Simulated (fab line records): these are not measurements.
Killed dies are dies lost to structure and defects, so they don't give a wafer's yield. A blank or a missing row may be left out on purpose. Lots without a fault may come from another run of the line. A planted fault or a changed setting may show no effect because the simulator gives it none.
Matching of chambers | flow nand-harc | NHARC_P_CONTACT_ALD_22 on ald-metal-01 has 4 sister chambers
The step deposits TiN, target thk 3 nm, pulse time 1 s, ald cycles 150. 4 wafers are shown with their chamber, then 8 later ones without.

## WAFERS, EACH WITH ITS CHAMBER
wafer  | chamber | heater-power-w (W)
L082.1 | 0       | 1243
L085.1 | 3       | 1131
L085.3 | 1       | 1148
L087.1 | 2       | 994

## WAFERS WITHOUT THEIR CHAMBER
wafer  | heater-power-w (W)
L087.4 | 1187
L087.6 | 1128
L090.1 | 1200
L090.3 | 993
L090.6 | 980
L096.1 | 1131
L096.2 | 1225
L096.6 | 990

## WHICH CHAMBER EACH ONE RAN IN
wafer  | from the rows above          | in truth
L087.4 | can't be placed: 1 or 0 or 3 | 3
L087.6 | can't be placed: 3 or 1      | 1
L090.1 | can't be placed: 0 or 1 or 3 | 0
L090.3 | 2                            | 2
L090.6 | 2                            | 2
L096.1 | can't be placed: 3 or 1      | 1
L096.2 | 0                            | 0
L096.6 | 2                            | 2
4 of 8 placed correctly. From these rows, 4 cannot be placed; in 4 the true chamber is one of the candidates. Placed wrongly: 0.
How it was worked out, from the rows above alone: a wafer's distance from a chamber is the root of the sum, over the readings, of the square of ((its reading less the chamber's mean) divided by the reading's scatter). The wafer belongs to the nearest chamber; if the next one is less than 2 further off, it can't be placed. For every chamber, the mean is computed from those of its wafers that are shown. The scatter: with one shown wafer a chamber, the root of the mean of the squares of how far each hidden wafer lies from its nearest shown one.
